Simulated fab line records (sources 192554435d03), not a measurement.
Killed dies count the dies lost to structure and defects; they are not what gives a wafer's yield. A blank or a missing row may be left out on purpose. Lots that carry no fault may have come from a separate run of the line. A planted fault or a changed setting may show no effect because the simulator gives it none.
Which tool was responsible? / flow n5Finfet / Sampling: 24 lots, 72 wafers, 6 of 1938 route steps

== WHAT THE GAUGES SHOWED, per wafer ==
N5_BEOL_M11_CD_MEAS_11: the cd target is 64.1 nm. Usual: cdNm at 64.5 nm, with a standard deviation of 0.58.
lot=L074; measured=day 9 17:40; on=cdSem-01; cdNm (nm)=64.2 64.5 63.7; flag=
lot=L076; measured=day 10 05:34; on=cdSem-02; cdNm (nm)=64.4 64.6 63.9; flag=
lot=L075; measured=day 10 11:44; on=cdSem-02; cdNm (nm)=64.7 64.8 64.5; flag=
lot=L077; measured=day 11 06:54; on=cdSem-03; cdNm (nm)=63.4 64.5 63.1; flag=
lot=L079; measured=day 11 10:44; on=cdSem-01; cdNm (nm)=65.0 64.8 64.4; flag=
lot=L081; measured=day 11 14:25; on=cdSem-02; cdNm (nm)=64.8 64.6 65.6; flag=
lot=L078; measured=day 11 14:59; on=cdSem-03; cdNm (nm)=65.4 64.1 65.2; flag=
lot=L080; measured=day 11 14:50; on=cdSem-01; cdNm (nm)=64.5 65.0 65.8; flag=
lot=L082; measured=day 11 18:34; on=cdSem-02; cdNm (nm)=64.0 65.6 64.5; flag=
lot=L083; measured=day 12 14:21; on=cdSem-03; cdNm (nm)=65.1 65.0 64.7; flag=
lot=L084; measured=day 12 14:23; on=cdSem-01; cdNm (nm)=64.4 64.3 64.2; flag=
lot=L085; measured=day 12 23:08; on=cdSem-03; cdNm (nm)=64.4 65.2 64.8; flag=
lot=L086; measured=day 13 10:05; on=cdSem-02; cdNm (nm)=65.0 65.1 65.0; flag=
lot=L088; measured=day 13 13:35; on=cdSem-03; cdNm (nm)=64.7 64.3 65.2; flag=
lot=L087; measured=day 13 13:44; on=cdSem-02; cdNm (nm)=64.8 63.5 64.3; flag=
lot=L089; measured=day 14 04:48; on=cdSem-01; cdNm (nm)=64.7 63.9 64.5; flag=
lot=L092; measured=day 14 09:26; on=cdSem-03; cdNm (nm)=64.4 64.1 63.4; flag=
lot=L091; measured=day 14 09:35; on=cdSem-01; cdNm (nm)=63.9 64.6 64.5; flag=
lot=L090; measured=day 14 09:45; on=cdSem-03; cdNm (nm)=64.4 64.1 64.1; flag=
lot=L093; measured=day 14 19:58; on=cdSem-02; cdNm (nm)=64.7 64.3 64.7; flag=
lot=L094; measured=day 15 02:41; on=cdSem-01; cdNm (nm)=63.9 63.5 63.8; flag=
lot=L095; measured=day 15 05:08; on=cdSem-02; cdNm (nm)=63.6 64.9 65.3; flag=
lot=L096; measured=day 16 03:29; on=cdSem-03; cdNm (nm)=65.7 65.1 63.2; flag=
lot=L097; measured=day 16 04:05; on=cdSem-01; cdNm (nm)=65.1 65.3 65.0; flag=

== WHICH TOOL RAN EACH LOT (tool, then ch and the chambers of the sampled wafers, then the start) ==
lot=L074; N5_BEOL_M10_CURE_71=uvCure-03 ch 0, day 9 09:58; N5_BEOL_M10_VIA_ETCH_34=rieDiel-05 ch 1,2, day 9 13:02; N5_BEOL_M10_CURE_72=uvCure-03 ch 0, day 9 13:33; N5_BEOL_M10_ANNEAL_51=rtpAnneal-01 ch 0, day 9 14:52; N5_BEOL_M11_CURE_71=uvCure-02 ch 0, day 9 15:48
lot=L076; N5_BEOL_M10_CURE_71=uvCure-01 ch 0, day 9 15:49; N5_BEOL_M10_VIA_ETCH_34=rieDiel-05 ch 1,2,3, day 9 23:22; N5_BEOL_M10_CURE_72=uvCure-01 ch 1, day 10 00:05; N5_BEOL_M10_ANNEAL_51=rtpAnneal-01 ch 0, day 10 02:44; N5_BEOL_M11_CURE_71=uvCure-01 ch 0, day 10 03:52
lot=L075; N5_BEOL_M10_CURE_71=uvCure-02 ch 1, day 10 03:13; N5_BEOL_M10_VIA_ETCH_34=rieDiel-05 ch 0,1,3, day 10 06:36; N5_BEOL_M10_CURE_72=uvCure-01 ch 1, day 10 07:05; N5_BEOL_M10_ANNEAL_51=rtpAnneal-02 ch 0, day 10 09:00; N5_BEOL_M11_CURE_71=uvCure-02 ch 0, day 10 09:52
lot=L077; N5_BEOL_M10_CURE_71=uvCure-02 ch 1, day 10 17:49; N5_BEOL_M10_VIA_ETCH_34=rieDiel-05 ch 0,1,2, day 11 00:40; N5_BEOL_M10_CURE_72=uvCure-03 ch 1, day 11 01:11; N5_BEOL_M10_ANNEAL_51=rtpAnneal-02 ch 0, day 11 03:32; N5_BEOL_M11_CURE_71=uvCure-03 ch 2, day 11 04:28
lot=L079; N5_BEOL_M10_CURE_71=uvCure-01 ch 1, day 11 00:21; N5_BEOL_M10_VIA_ETCH_34=rieDiel-06 ch 0,1,3, day 11 03:23; N5_BEOL_M10_CURE_72=uvCure-01 ch 1, day 11 03:59; N5_BEOL_M10_ANNEAL_51=rtpAnneal-01 ch 0, day 11 07:09; N5_BEOL_M11_CURE_71=uvCure-02 ch 2, day 11 08:03
lot=L081; N5_BEOL_M10_CURE_71=uvCure-02 ch 2, day 11 04:44; N5_BEOL_M10_VIA_ETCH_34=rieDiel-05 ch 0,2, day 11 08:38; N5_BEOL_M10_CURE_72=uvCure-03 ch 2, day 11 09:18; N5_BEOL_M10_ANNEAL_51=rtpAnneal-01 ch 0, day 11 11:44; N5_BEOL_M11_CURE_71=uvCure-03 ch 1, day 11 12:41
lot=L078; N5_BEOL_M10_CURE_71=uvCure-01 ch 0, day 11 05:03; N5_BEOL_M10_VIA_ETCH_34=rieDiel-03 ch 1,3, day 11 08:47; N5_BEOL_M10_CURE_72=uvCure-03 ch 0, day 11 09:30; N5_BEOL_M10_ANNEAL_51=rtpAnneal-01 ch 0, day 11 12:02; N5_BEOL_M11_CURE_71=uvCure-02 ch 0, day 11 13:01
lot=L080; N5_BEOL_M10_CURE_71=uvCure-03 ch 1, day 11 07:34; N5_BEOL_M10_VIA_ETCH_34=rieDiel-03 ch 0,3, day 11 10:14; N5_BEOL_M10_CURE_72=uvCure-02 ch 1, day 11 10:43; N5_BEOL_M10_ANNEAL_51=rtpAnneal-01 ch 0, day 11 12:35; N5_BEOL_M11_CURE_71=uvCure-03 ch 1, day 11 13:27
lot=L082; N5_BEOL_M10_CURE_71=uvCure-02 ch 1, day 11 08:27; N5_BEOL_M10_VIA_ETCH_34=rieDiel-06 ch 0,1, day 11 13:25; N5_BEOL_M10_CURE_72=uvCure-03 ch 1, day 11 13:56; N5_BEOL_M10_ANNEAL_51=rtpAnneal-01 ch 0, day 11 15:22; N5_BEOL_M11_CURE_71=uvCure-02 ch 0, day 11 16:14
lot=L083; N5_BEOL_M10_CURE_71=uvCure-02 ch 2, day 12 03:44; N5_BEOL_M10_VIA_ETCH_34=rieDiel-05 ch 0,1,3, day 12 08:22; N5_BEOL_M10_CURE_72=uvCure-01 ch 0, day 12 08:56; N5_BEOL_M10_ANNEAL_51=rtpAnneal-02 ch 0, day 12 10:48; N5_BEOL_M11_CURE_71=uvCure-03 ch 0, day 12 11:43
lot=L084; N5_BEOL_M10_CURE_71=uvCure-01 ch 1, day 12 03:56; N5_BEOL_M10_VIA_ETCH_34=rieDiel-03 ch 0,1,3, day 12 08:32; N5_BEOL_M10_CURE_72=uvCure-02 ch 2, day 12 09:04; N5_BEOL_M10_ANNEAL_51=rtpAnneal-01 ch 0, day 12 11:07; N5_BEOL_M11_CURE_71=uvCure-02 ch 2, day 12 11:59
lot=L085; N5_BEOL_M10_CURE_71=uvCure-02 ch 0, day 12 11:22; N5_BEOL_M10_VIA_ETCH_34=rieDiel-05 ch 0,2,3, day 12 16:51; N5_BEOL_M10_CURE_72=uvCure-02 ch 0, day 12 17:20; N5_BEOL_M10_ANNEAL_51=rtpAnneal-02 ch 0, day 12 19:46; N5_BEOL_M11_CURE_71=uvCure-03 ch 2, day 12 20:55
lot=L086; N5_BEOL_M10_CURE_71=uvCure-01 ch 1, day 12 23:51; N5_BEOL_M10_VIA_ETCH_34=rieDiel-05 ch 0,1,2, day 13 05:35; N5_BEOL_M10_CURE_72=uvCure-03 ch 1, day 13 06:10; N5_BEOL_M10_ANNEAL_51=rtpAnneal-02 ch 0, day 13 08:14; N5_BEOL_M11_CURE_71=uvCure-01 ch 2, day 13 09:07
lot=L088; N5_BEOL_M10_CURE_71=uvCure-02 ch 2, day 13 04:07; N5_BEOL_M10_VIA_ETCH_34=rieDiel-05 ch 0,1, day 13 07:25; N5_BEOL_M10_CURE_72=uvCure-01 ch 0, day 13 07:57; N5_BEOL_M10_ANNEAL_51=rtpAnneal-02 ch 0, day 13 09:26; N5_BEOL_M11_CURE_71=uvCure-03 ch 0, day 13 10:21
lot=L087; N5_BEOL_M10_CURE_71=uvCure-03 ch 2, day 13 05:41; N5_BEOL_M10_VIA_ETCH_34=rieDiel-03 ch 2,3, day 13 09:04; N5_BEOL_M10_CURE_72=uvCure-02 ch 2, day 13 09:32; N5_BEOL_M10_ANNEAL_51=rtpAnneal-02 ch 0, day 13 11:03; N5_BEOL_M11_CURE_71=uvCure-02 ch 1, day 13 11:55
lot=L089; N5_BEOL_M10_CURE_71=uvCure-01 ch 0, day 13 19:55; N5_BEOL_M10_VIA_ETCH_34=rieDiel-06 ch 0,3, day 13 22:31; N5_BEOL_M10_CURE_72=uvCure-01 ch 0, day 13 23:02; N5_BEOL_M10_ANNEAL_51=rtpAnneal-01 ch 0, day 14 02:07; N5_BEOL_M11_CURE_71=uvCure-03 ch 0, day 14 03:01
lot=L092; N5_BEOL_M10_CURE_71=uvCure-03 ch 0, day 13 23:23; N5_BEOL_M10_VIA_ETCH_34=rieDiel-06 ch 0,1,3, day 14 03:11; N5_BEOL_M10_CURE_72=uvCure-01 ch 1, day 14 03:46; N5_BEOL_M10_ANNEAL_51=rtpAnneal-01 ch 0, day 14 05:45; N5_BEOL_M11_CURE_71=uvCure-03 ch 2, day 14 06:37
lot=L091; N5_BEOL_M10_CURE_71=uvCure-03 ch 0, day 13 23:52; N5_BEOL_M10_VIA_ETCH_34=rieDiel-06 ch 1,2, day 14 03:43; N5_BEOL_M10_CURE_72=uvCure-03 ch 1, day 14 04:11; N5_BEOL_M10_ANNEAL_51=rtpAnneal-02 ch 0, day 14 05:53; N5_BEOL_M11_CURE_71=uvCure-01 ch 1, day 14 06:47
lot=L090; N5_BEOL_M10_CURE_71=uvCure-02 ch 0, day 14 00:17; N5_BEOL_M10_VIA_ETCH_34=rieDiel-05 ch 0,2,3, day 14 04:03; N5_BEOL_M10_CURE_72=uvCure-03 ch 0, day 14 04:31; N5_BEOL_M10_ANNEAL_51=rtpAnneal-01 ch 0, day 14 06:12; N5_BEOL_M11_CURE_71=uvCure-02 ch 2, day 14 07:04
lot=L093; N5_BEOL_M10_CURE_71=uvCure-01 ch 1, day 14 06:02; N5_BEOL_M10_VIA_ETCH_34=rieDiel-05 ch 0,1, day 14 13:47; N5_BEOL_M10_CURE_72=uvCure-01 ch 1, day 14 14:19; N5_BEOL_M10_ANNEAL_51=rtpAnneal-02 ch 0, day 14 16:25; N5_BEOL_M11_CURE_71=uvCure-02 ch 2, day 14 17:20
lot=L094; N5_BEOL_M10_CURE_71=uvCure-01 ch 1, day 14 17:00; N5_BEOL_M10_VIA_ETCH_34=rieDiel-06 ch 0,1, day 14 21:57; N5_BEOL_M10_CURE_72=uvCure-01 ch 1, day 14 22:38; N5_BEOL_M10_ANNEAL_51=rtpAnneal-02 ch 0, day 15 00:52; N5_BEOL_M11_CURE_71=uvCure-01 ch 0, day 15 01:48
lot=L095; N5_BEOL_M10_CURE_71=uvCure-02 ch 2, day 14 18:38; N5_BEOL_M10_VIA_ETCH_34=rieDiel-05 ch 0,1,2, day 15 00:14; N5_BEOL_M10_CURE_72=uvCure-03 ch 2, day 15 00:43; N5_BEOL_M10_ANNEAL_51=rtpAnneal-02 ch 0, day 15 01:53; N5_BEOL_M11_CURE_71=uvCure-01 ch 1, day 15 02:46
lot=L096; N5_BEOL_M10_CURE_71=uvCure-03 ch 2, day 15 15:46; N5_BEOL_M10_VIA_ETCH_34=rieDiel-03 ch 0,2,3, day 15 21:43; N5_BEOL_M10_CURE_72=uvCure-02 ch 2, day 15 22:11; N5_BEOL_M10_ANNEAL_51=rtpAnneal-01 ch 0, day 15 23:46; N5_BEOL_M11_CURE_71=uvCure-03 ch 1, day 16 00:38
lot=L097; N5_BEOL_M10_CURE_71=uvCure-01 ch 2, day 15 16:30; N5_BEOL_M10_VIA_ETCH_34=rieDiel-03 ch 0,1,3, day 15 22:14; N5_BEOL_M10_CURE_72=uvCure-02 ch 0, day 15 22:43; N5_BEOL_M10_ANNEAL_51=rtpAnneal-01 ch 0, day 16 00:29; N5_BEOL_M11_CURE_71=uvCure-01 ch 0, day 16 01:23
- N5_BEOL_M10_CURE_71: cures SiCOH lowk, time 240 s.
- N5_BEOL_M10_VIA_ETCH_34: etches SiCOH lowk in C4F6/O2, target depth 184.5 nm, time 69.2 s.
- N5_BEOL_M10_CURE_72: cures SiCOH lowk, time 120 s.
- N5_BEOL_M10_ANNEAL_51: time 90 s.
- N5_BEOL_M11_CURE_71: cures SiCOH lowk, time 240 s.

== AS READ BY THE TOOLS THEMSELVES (means over the sampled wafers that have a number; for cases with no such wafer, the mark the record gives instead) ==
N5_BEOL_M10_CURE_71. Usual: lampPowerPct 52.31 %, standard deviation 0.05; wafer_temp_C_max 387.0, standard deviation 0.71.
lot=L074; tool=uvCure-03; lampPowerPct (%)=52.34; wafer_temp_C_max=386.4; flag=
lot=L076; tool=uvCure-01; lampPowerPct (%)=52.35; wafer_temp_C_max=386.4; flag=
lot=L075; tool=uvCure-02; lampPowerPct (%)=52.30; wafer_temp_C_max=387.5; flag=
lot=L077; tool=uvCure-02; lampPowerPct (%)=52.30; wafer_temp_C_max=387.9; flag=
lot=L079; tool=uvCure-01; lampPowerPct (%)=52.34; wafer_temp_C_max=387.2; flag=
lot=L081; tool=uvCure-02; lampPowerPct (%)=52.26; wafer_temp_C_max=387.2; flag=
lot=L078; tool=uvCure-01; lampPowerPct (%)=52.32; wafer_temp_C_max=386.1; flag=
lot=L080; tool=uvCure-03; lampPowerPct (%)=52.29; wafer_temp_C_max=387.7; flag=
lot=L082; tool=uvCure-02; lampPowerPct (%)=52.29; wafer_temp_C_max=388.1; flag=
lot=L083; tool=uvCure-02; lampPowerPct (%)=52.32; wafer_temp_C_max=387.5; flag=
lot=L084; tool=uvCure-01; lampPowerPct (%)=52.31; wafer_temp_C_max=387.1; flag=
lot=L085; tool=uvCure-02; lampPowerPct (%)=52.31; wafer_temp_C_max=387.1; flag=
lot=L086; tool=uvCure-01; lampPowerPct (%)=52.31; wafer_temp_C_max=387.6; flag=
lot=L088; tool=uvCure-02; lampPowerPct (%)=52.35; wafer_temp_C_max=387.7; flag=
lot=L087; tool=uvCure-03; lampPowerPct (%)=52.29; wafer_temp_C_max=386.5; flag=
lot=L089; tool=uvCure-01; lampPowerPct (%)=52.32; wafer_temp_C_max=386.3; flag=
lot=L092; tool=uvCure-03; lampPowerPct (%)=52.32; wafer_temp_C_max=386.2; flag=
lot=L091; tool=uvCure-03; lampPowerPct (%)=52.33; wafer_temp_C_max=386.0; flag=
lot=L090; tool=uvCure-02; lampPowerPct (%)=52.28; wafer_temp_C_max=387.3; flag=
lot=L093; tool=uvCure-01; lampPowerPct (%)=52.29; wafer_temp_C_max=387.4; flag=
lot=L094; tool=uvCure-01; lampPowerPct (%)=52.31; wafer_temp_C_max=387.9; flag=
lot=L095; tool=uvCure-02; lampPowerPct (%)=52.31; wafer_temp_C_max=387.3; flag=
lot=L096; tool=uvCure-03; lampPowerPct (%)=52.30; wafer_temp_C_max=386.5; flag=
lot=L097; tool=uvCure-01; lampPowerPct (%)=52.34; wafer_temp_C_max=386.9; flag=

N5_BEOL_M10_VIA_ETCH_34. Usual: C4F6_flow_sccm 10.00 sccm, standard deviation 0.033; drypumpMotorCurrentA 5.6 A, standard deviation 0.36; oesProductAu 0.78 a.u., standard deviation 0.082; rfVppV 667 V, standard deviation 14; showerheadPlenumPTorr 2.83 Torr, standard deviation 0.083; throttleValvePct 20.88 %, standard deviation 0.16.
lot=L074; tool=rieDiel-05; C4F6_flow_sccm (sccm)=10.00; drypumpMotorCurrentA (A)=5.3; oesProductAu (a.u.)=0.72; rfVppV (V)=672; showerheadPlenumPTorr (Torr)=2.87; throttleValvePct (%)=20.86; flag=
lot=L076; tool=rieDiel-05; C4F6_flow_sccm (sccm)=10.01; drypumpMotorCurrentA (A)=5.4; oesProductAu (a.u.)=0.79; rfVppV (V)=674; showerheadPlenumPTorr (Torr)=2.86; throttleValvePct (%)=20.88; flag=
lot=L075; tool=rieDiel-05; C4F6_flow_sccm (sccm)=9.98; drypumpMotorCurrentA (A)=5.4; oesProductAu (a.u.)=0.77; rfVppV (V)=661; showerheadPlenumPTorr (Torr)=2.81; throttleValvePct (%)=20.99; flag=
lot=L077; tool=rieDiel-05; C4F6_flow_sccm (sccm)=10.00; drypumpMotorCurrentA (A)=5.5; oesProductAu (a.u.)=0.72; rfVppV (V)=664; showerheadPlenumPTorr (Torr)=2.86; throttleValvePct (%)=20.89; flag=
lot=L079; tool=rieDiel-06; C4F6_flow_sccm (sccm)=10.01; drypumpMotorCurrentA (A)=5.6; oesProductAu (a.u.)=0.81; rfVppV (V)=669; showerheadPlenumPTorr (Torr)=2.82; throttleValvePct (%)=20.75; flag=
lot=L081; tool=rieDiel-05; C4F6_flow_sccm (sccm)=10.03; drypumpMotorCurrentA (A)=5.7; oesProductAu (a.u.)=0.72; rfVppV (V)=656; showerheadPlenumPTorr (Torr)=2.86; throttleValvePct (%)=20.88; flag=
lot=L078; tool=rieDiel-03; C4F6_flow_sccm (sccm)=10.00; drypumpMotorCurrentA (A)=5.4; oesProductAu (a.u.)=0.89; rfVppV (V)=683; showerheadPlenumPTorr (Torr)=2.85; throttleValvePct (%)=20.89; flag=
lot=L080; tool=rieDiel-03; C4F6_flow_sccm (sccm)=9.98; drypumpMotorCurrentA (A)=5.9; oesProductAu (a.u.)=0.81; rfVppV (V)=666; showerheadPlenumPTorr (Torr)=2.76; throttleValvePct (%)=20.98; flag=
lot=L082; tool=rieDiel-06; C4F6_flow_sccm (sccm)=10.01; drypumpMotorCurrentA (A)=5.2; oesProductAu (a.u.)=0.89; rfVppV (V)=676; showerheadPlenumPTorr (Torr)=2.88; throttleValvePct (%)=20.71; flag=
lot=L083; tool=rieDiel-05; C4F6_flow_sccm (sccm)=10.02; drypumpMotorCurrentA (A)=5.4; oesProductAu (a.u.)=0.75; rfVppV (V)=662; showerheadPlenumPTorr (Torr)=2.80; throttleValvePct (%)=21.00; flag=
lot=L084; tool=rieDiel-03; C4F6_flow_sccm (sccm)=10.01; drypumpMotorCurrentA (A)=5.7; oesProductAu (a.u.)=0.83; rfVppV (V)=673; showerheadPlenumPTorr (Torr)=2.80; throttleValvePct (%)=20.94; flag=
lot=L085; tool=rieDiel-05; C4F6_flow_sccm (sccm)=10.03; drypumpMotorCurrentA (A)=5.5; oesProductAu (a.u.)=0.76; rfVppV (V)=668; showerheadPlenumPTorr (Torr)=2.85; throttleValvePct (%)=20.92; flag=
lot=L086; tool=rieDiel-05; C4F6_flow_sccm (sccm)=10.01; drypumpMotorCurrentA (A)=5.5; oesProductAu (a.u.)=0.70; rfVppV (V)=664; showerheadPlenumPTorr (Torr)=2.85; throttleValvePct (%)=20.90; flag=
lot=L088; tool=rieDiel-05; C4F6_flow_sccm (sccm)=9.99; drypumpMotorCurrentA (A)=5.5; oesProductAu (a.u.)=0.69; rfVppV (V)=649; showerheadPlenumPTorr (Torr)=2.80; throttleValvePct (%)=21.01; flag=
lot=L087; tool=rieDiel-03; C4F6_flow_sccm (sccm)=10.00; drypumpMotorCurrentA (A)=6.0; oesProductAu (a.u.)=0.75; rfVppV (V)=667; showerheadPlenumPTorr (Torr)=2.73; throttleValvePct (%)=20.95; flag=
lot=L089; tool=rieDiel-06; C4F6_flow_sccm (sccm)=10.03; drypumpMotorCurrentA (A)=6.0; oesProductAu (a.u.)=0.76; rfVppV (V)=671; showerheadPlenumPTorr (Torr)=2.77; throttleValvePct (%)=20.91; flag=
lot=L092; tool=rieDiel-06; C4F6_flow_sccm (sccm)=9.96; drypumpMotorCurrentA (A)=5.6; oesProductAu (a.u.)=0.77; rfVppV (V)=670; showerheadPlenumPTorr (Torr)=2.81; throttleValvePct (%)=20.80; flag=
lot=L091; tool=rieDiel-06; C4F6_flow_sccm (sccm)=10.00; drypumpMotorCurrentA (A)=5.5; oesProductAu (a.u.)=0.77; rfVppV (V)=658; showerheadPlenumPTorr (Torr)=2.88; throttleValvePct (%)=20.62; flag=
lot=L090; tool=rieDiel-05; C4F6_flow_sccm (sccm)=9.98; drypumpMotorCurrentA (A)=5.5; oesProductAu (a.u.)=0.74; rfVppV (V)=668; showerheadPlenumPTorr (Torr)=2.84; throttleValvePct (%)=20.94; flag=
lot=L093; tool=rieDiel-05; C4F6_flow_sccm (sccm)=9.99; drypumpMotorCurrentA (A)=5.5; oesProductAu (a.u.)=0.68; rfVppV (V)=649; showerheadPlenumPTorr (Torr)=2.80; throttleValvePct (%)=21.02; flag=
lot=L094; tool=rieDiel-06; C4F6_flow_sccm (sccm)=9.97; drypumpMotorCurrentA (A)=5.1; oesProductAu (a.u.)=0.83; rfVppV (V)=676; showerheadPlenumPTorr (Torr)=2.87; throttleValvePct (%)=20.74; flag=
lot=L095; tool=rieDiel-05; C4F6_flow_sccm (sccm)=9.98; drypumpMotorCurrentA (A)=5.5; oesProductAu (a.u.)=0.69; rfVppV (V)=664; showerheadPlenumPTorr (Torr)=2.85; throttleValvePct (%)=20.94; flag=
lot=L096; tool=rieDiel-03; C4F6_flow_sccm (sccm)=10.00; drypumpMotorCurrentA (A)=6.0; oesProductAu (a.u.)=0.75; rfVppV (V)=665; showerheadPlenumPTorr (Torr)=2.73; throttleValvePct (%)=20.99; flag=
lot=L097; tool=rieDiel-03; C4F6_flow_sccm (sccm)=10.01; drypumpMotorCurrentA (A)=5.7; oesProductAu (a.u.)=0.80; rfVppV (V)=673; showerheadPlenumPTorr (Torr)=2.79; throttleValvePct (%)=20.98; flag=

N5_BEOL_M10_CURE_72. Usual: lampPowerPct 52.31 %, standard deviation 0.053; wafer_temp_C_max 372.1, standard deviation 0.75.
lot=L074; tool=uvCure-03; lampPowerPct (%)=52.37; wafer_temp_C_max=371.4; flag=
lot=L076; tool=uvCure-01; lampPowerPct (%)=52.30; wafer_temp_C_max=372.5; flag=
lot=L075; tool=uvCure-01; lampPowerPct (%)=52.37; wafer_temp_C_max=373.0; flag=
lot=L077; tool=uvCure-03; lampPowerPct (%)=52.29; wafer_temp_C_max=372.2; flag=
lot=L079; tool=uvCure-01; lampPowerPct (%)=52.29; wafer_temp_C_max=372.6; flag=
lot=L081; tool=uvCure-03; lampPowerPct (%)=52.30; wafer_temp_C_max=371.5; flag=
lot=L078; tool=uvCure-03; lampPowerPct (%)=52.24; wafer_temp_C_max=371.5; flag=
lot=L080; tool=uvCure-02; lampPowerPct (%)=52.31; wafer_temp_C_max=372.8; flag=
lot=L082; tool=uvCure-03; lampPowerPct (%)=52.30; wafer_temp_C_max=372.7; flag=
lot=L083; tool=uvCure-01; lampPowerPct (%)=52.27; wafer_temp_C_max=370.8; flag=
lot=L084; tool=uvCure-02; lampPowerPct (%)=52.37; wafer_temp_C_max=371.8; flag=
lot=L085; tool=uvCure-02; lampPowerPct (%)=52.31; wafer_temp_C_max=372.2; flag=
lot=L086; tool=uvCure-03; lampPowerPct (%)=52.30; wafer_temp_C_max=372.6; flag=
lot=L088; tool=uvCure-01; lampPowerPct (%)=52.26; wafer_temp_C_max=370.9; flag=
lot=L087; tool=uvCure-02; lampPowerPct (%)=52.31; wafer_temp_C_max=371.8; flag=
lot=L089; tool=uvCure-01; lampPowerPct (%)=52.31; wafer_temp_C_max=371.4; flag=
lot=L092; tool=uvCure-01; lampPowerPct (%)=52.32; wafer_temp_C_max=373.2; flag=
lot=L091; tool=uvCure-03; lampPowerPct (%)=52.34; wafer_temp_C_max=372.7; flag=
lot=L090; tool=uvCure-03; lampPowerPct (%)=52.31; wafer_temp_C_max=371.2; flag=
lot=L093; tool=uvCure-01; lampPowerPct (%)=52.35; wafer_temp_C_max=372.3; flag=
lot=L094; tool=uvCure-01; lampPowerPct (%)=52.29; wafer_temp_C_max=373.3; flag=
lot=L095; tool=uvCure-03; lampPowerPct (%)=52.32; wafer_temp_C_max=371.8; flag=
lot=L096; tool=uvCure-02; lampPowerPct (%)=52.31; wafer_temp_C_max=372.6; flag=
lot=L097; tool=uvCure-02; lampPowerPct (%)=52.32; wafer_temp_C_max=371.7; flag=

N5_BEOL_M10_ANNEAL_51. Usual: wafer_temp_C_max at 225.99, with a standard deviation of 0.24.
lot=L074 tool=rtpAnneal-01 wafer_temp_C_max=225.85 flag=
lot=L076 tool=rtpAnneal-01 wafer_temp_C_max=225.95 flag=
lot=L075 tool=rtpAnneal-02 wafer_temp_C_max=226.20 flag=
lot=L077 tool=rtpAnneal-02 wafer_temp_C_max=226.14 flag=
lot=L079 tool=rtpAnneal-01 wafer_temp_C_max=226.19 flag=
lot=L081 tool=rtpAnneal-01 wafer_temp_C_max=225.93 flag=
lot=L078 tool=rtpAnneal-01 wafer_temp_C_max=226.31 flag=
lot=L080 tool=rtpAnneal-01 wafer_temp_C_max=225.91 flag=
lot=L082 tool=rtpAnneal-01 wafer_temp_C_max=225.83 flag=
lot=L083 tool=rtpAnneal-02 wafer_temp_C_max=225.93 flag=
lot=L084 tool=rtpAnneal-01 wafer_temp_C_max=225.94 flag=
lot=L085 tool=rtpAnneal-02 wafer_temp_C_max=226.33 flag=
lot=L086 tool=rtpAnneal-02 wafer_temp_C_max=225.77 flag=
lot=L088 tool=rtpAnneal-02 wafer_temp_C_max=226.14 flag=
lot=L087 tool=rtpAnneal-02 wafer_temp_C_max=225.94 flag=
lot=L089 tool=rtpAnneal-01 wafer_temp_C_max=225.91 flag=
lot=L092 tool=rtpAnneal-01 wafer_temp_C_max=226.01 flag=
lot=L091 tool=rtpAnneal-02 wafer_temp_C_max=226.06 flag=
lot=L090 tool=rtpAnneal-01 wafer_temp_C_max=226.01 flag=
lot=L093 tool=rtpAnneal-02 wafer_temp_C_max=226.30 flag=
lot=L094 tool=rtpAnneal-02 wafer_temp_C_max=225.87 flag=
lot=L095 tool=rtpAnneal-02 wafer_temp_C_max=225.67 flag=
lot=L096 tool=rtpAnneal-01 wafer_temp_C_max=225.88 flag=
lot=L097 tool=rtpAnneal-01 wafer_temp_C_max=225.97 flag=

N5_BEOL_M11_CURE_71. Usual: lampPowerPct 52.31 %, standard deviation 0.056; wafer_temp_C_max 386.9, standard deviation 0.64.
lot=L074; tool=uvCure-02; lampPowerPct (%)=52.31; wafer_temp_C_max=386.9; flag=
lot=L076; tool=uvCure-01; lampPowerPct (%)=52.36; wafer_temp_C_max=386.6; flag=
lot=L075; tool=uvCure-02; lampPowerPct (%)=52.34; wafer_temp_C_max=387.3; flag=
lot=L077; tool=uvCure-03; lampPowerPct (%)=52.34; wafer_temp_C_max=386.7; flag=
lot=L079; tool=uvCure-02; lampPowerPct (%)=52.33; wafer_temp_C_max=386.9; flag=
lot=L081; tool=uvCure-03; lampPowerPct (%)=52.31; wafer_temp_C_max=388.1; flag=
lot=L078; tool=uvCure-02; lampPowerPct (%)=52.25; wafer_temp_C_max=386.9; flag=
lot=L080; tool=uvCure-03; lampPowerPct (%)=52.30; wafer_temp_C_max=387.9; flag=
lot=L082; tool=uvCure-02; lampPowerPct (%)=52.34; wafer_temp_C_max=387.1; flag=
lot=L083; tool=uvCure-03; lampPowerPct (%)=52.35; wafer_temp_C_max=386.7; flag=
lot=L084; tool=uvCure-02; lampPowerPct (%)=52.33; wafer_temp_C_max=387.1; flag=
lot=L085; tool=uvCure-03; lampPowerPct (%)=52.29; wafer_temp_C_max=386.5; flag=
lot=L086; tool=uvCure-01; lampPowerPct (%)=52.35; wafer_temp_C_max=386.7; flag=
lot=L088; tool=uvCure-03; lampPowerPct (%)=52.38; wafer_temp_C_max=386.4; flag=
lot=L087; tool=uvCure-02; lampPowerPct (%)=52.30; wafer_temp_C_max=387.9; flag=
lot=L089; tool=uvCure-03; lampPowerPct (%)=52.30; wafer_temp_C_max=385.9; flag=
lot=L092; tool=uvCure-03; lampPowerPct (%)=52.30; wafer_temp_C_max=386.3; flag=
lot=L091; tool=uvCure-01; lampPowerPct (%)=52.29; wafer_temp_C_max=387.5; flag=
lot=L090; tool=uvCure-02; lampPowerPct (%)=52.25; wafer_temp_C_max=386.8; flag=
lot=L093; tool=uvCure-02; lampPowerPct (%)=52.35; wafer_temp_C_max=387.4; flag=
lot=L094; tool=uvCure-01; lampPowerPct (%)=52.33; wafer_temp_C_max=386.3; flag=
lot=L095; tool=uvCure-01; lampPowerPct (%)=52.28; wafer_temp_C_max=387.5; flag=
lot=L096; tool=uvCure-03; lampPowerPct (%)=52.28; wafer_temp_C_max=386.9; flag=
lot=L097; tool=uvCure-01; lampPowerPct (%)=52.30; wafer_temp_C_max=386.5; flag=

== THE ANSWER, worked out from the rows above alone ==
Rule: a lot counts as off when the mean over its wafers that have a number is more than 3 standard deviations away from the usual mean. A lot without any number at a reading at which 4 lots or more have one is off too. The other lots that the step has rows for count as sound. After the gauges, taken in route order, come the tools' own readings; for these a lot's mean is taken, as printed above. At the first step where some lot is off, the reading lying furthest off is the one used; lots without a number count as furthest.
No lot is off on any of the readings shown, so nothing can be concluded from this.

== WHAT HAD BEEN PUT IN BY THE SIMULATOR ==
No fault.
